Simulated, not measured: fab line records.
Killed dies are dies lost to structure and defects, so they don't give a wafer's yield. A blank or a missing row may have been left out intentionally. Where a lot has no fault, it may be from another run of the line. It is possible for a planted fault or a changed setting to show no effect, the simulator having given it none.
Split-lot trial | flow n5Finfet | 39 wafers read across 7 lots, on a route 1938 steps long

## ABOUT THE SPLIT
At N5_PASSIVATION_ETCH_54 (etches SiO2 in CHF3/O2, target depth 880 nm, time 440 s), the setting timeS was moved away from the recipe's 440 s on 15 of the 39 wafers read, by -39.6% to +48.5%. All remaining wafers had this setting at the recipe value.

The split's own step is where the reading is taken.

## THE READING
PASSIVATION.featureDepthNm (the simulator's own value, which no gauge read), in nm, at N5_PASSIVATION_ETCH_54 (etches SiO2 in CHF3/O2, target depth 880 nm, time 440 s). The file gives no usual value for it. Here, 24 wafers ran the recipe; their average is 884.6 nm with a standard deviation of 14 nm.

wafer  | tool, chamber at the split | timeS as run, s | against the recipe | PASSIVATION.featureDepthNm, nm | against lot-mates on the recipe
L076.1 | rieDiel-05, 0              | 588.9           | +33.8%             | 1186                           | +314.8
L076.2 | rieDiel-05, 3              | 588.9           | +33.8%             | 1118                           | +246.8
L076.3 | rieDiel-05, 1              | 440             | recipe             | 845                            | -
L076.4 | rieDiel-05, 2              | 440             | recipe             | 884.8                          | -
L076.5 | rieDiel-05, 2              | 440             | recipe             | 883.8                          | -
L076.6 | rieDiel-05, 3              | 588.9           | +33.8%             | 1122                           | +250.8
L084.1 | rieDiel-05, 0              | 653.3           | +48.5%             | 1340                           | +458.2
L084.2 | rieDiel-05, 1              | 653.3           | +48.5%             | 1264                           | +382.2
L084.3 | rieDiel-05, 2              | 440             | recipe             | 909.8                          | -
L084.4 | rieDiel-05, 3              | 440             | recipe             | 860.2                          | -
L084.5 | rieDiel-05, 0              | 653.3           | +48.5%             | 1326                           | +444.2
L084.6 | rieDiel-05, 3              | 440             | recipe             | 875.4                          | -
L085.1 | rieDiel-05, 3              | 440             | recipe             | 861.2                          | -
L085.2 | rieDiel-05, 0              | 265.9           | -39.6%             | 535                            | -347.6
L085.4 | rieDiel-05, 0              | 265.9           | -39.6%             | 535                            | -347.6
L085.3 | rieDiel-05, 2              | 440             | recipe             | 891.6                          | -
L085.5 | rieDiel-05, 2              | 440             | recipe             | 895                            | -
L085.6 | rieDiel-05, 3              | 265.9           | -39.6%             | 515.6                          | -367.0
L089.1 | rieDiel-03, 3              | 440             | recipe             | 888                            | -
L089.3 | rieDiel-03, 1              | 440             | recipe             | 898.8                          | -
L089.6 | rieDiel-03, 3              | 440             | recipe             | 888.2                          | -
L088.1 | rieDiel-04, 3              | 590.5           | +34.2%             | 1173                           | +282.3
L088.2 | rieDiel-04, 0              | 440             | recipe             | 887.8                          | -
L088.3 | rieDiel-04, 1              | 590.5           | +34.2%             | 1193                           | +302.3
L088.4 | rieDiel-04, 2              | 440             | recipe             | 894.6                          | -
L088.5 | rieDiel-04, 1              | 440             | recipe             | 889.6                          | -
L088.6 | rieDiel-04, 0              | 590.5           | +34.2%             | 1186                           | +295.3
L090.1 | rieDiel-04, 3              | 440             | recipe             | 860.6                          | -
L090.2 | rieDiel-04, 0              | 440             | recipe             | 879.8                          | -
L090.3 | rieDiel-04, 2              | 440             | recipe             | 891.6                          | -
L090.4 | rieDiel-04, 1              | 440             | recipe             | 885                            | -
L090.5 | rieDiel-04, 1              | 440             | recipe             | 884.6                          | -
L090.6 | rieDiel-04, 2              | 440             | recipe             | 891                            | -
L092.1 | rieDiel-03, 2              | 440             | recipe             | 892.4                          | -
L092.2 | rieDiel-03, 1              | 292.6           | -33.5%             | 595                            | -299.3
L092.3 | rieDiel-03, 3              | 292.6           | -33.5%             | 597.4                          | -296.9
L092.4 | rieDiel-03, 2              | 440             | recipe             | 898.2                          | -
L092.5 | rieDiel-03, 1              | 292.6           | -33.5%             | 599.2                          | -295.1
L092.6 | rieDiel-03, 3              | 440             | recipe             | 892.2                          | -

FIT RESULTS
A straight line over all 39 wafers: PASSIVATION.featureDepthNm changes by +8.62 nm for each +1% of timeS; r = +1.00; the points scatter about the line by 21 nm.
The same after taking each lot's own level away (the mean of its wafers on the recipe; 39 wafers): +8.71 nm for each +1%; r = +1.00; scatter 18 nm.
The reading moves by 4.2e+02 nm for the largest change in timeS, on that fit.
The span of the lots' own levels, 871.20 to 894.27 nm, comes to 1.6 times the standard deviation stated above.
The two slopes agree, so the slope changes little with the lot-to-lot level.
Check: with one of the wafers moved furthest among these (+48.5%) left out of the fit, the line predicts +414 nm for it against its lot-mates. Against them it came out at +458 nm.

## OTHER SPLITS ON THESE WAFERS
These wafers also went through other splits before the reading. Each is held against what the fit with the lots' levels taken away leaves over:
other split on the same wafers | wafers away from the commonest value | r with PASSIVATION.featureDepthNm (lot level and that fit taken away)
N5_BEOL_M13_ILD_DEP_00 timeS   | 18                                   | -0.07

## THE WHOLE CHAIN: every reading that the file lists as answering this split, in the file's order
step                   | what it does                                            | reading                                                                     | change (the file's fit)              | r (the file's)
N5_PASSIVATION_ETCH_54 | etches SiO2 in CHF3/O2, target depth 880 nm, time 440 s | etch.depthNm (the simulator's own value, which no gauge read)               | +8.69 nm for each +1% of the setting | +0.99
N5_PASSIVATION_ETCH_54 | etches SiO2 in CHF3/O2, target depth 880 nm, time 440 s | PASSIVATION.featureDepthNm (the simulator's own value, which no gauge read) | +8.69 nm for each +1% of the setting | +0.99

## FILE'S OWN FIT
PASSIVATION.featureDepthNm changes by +8.69 nm for each +1% of timeS, r = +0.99.
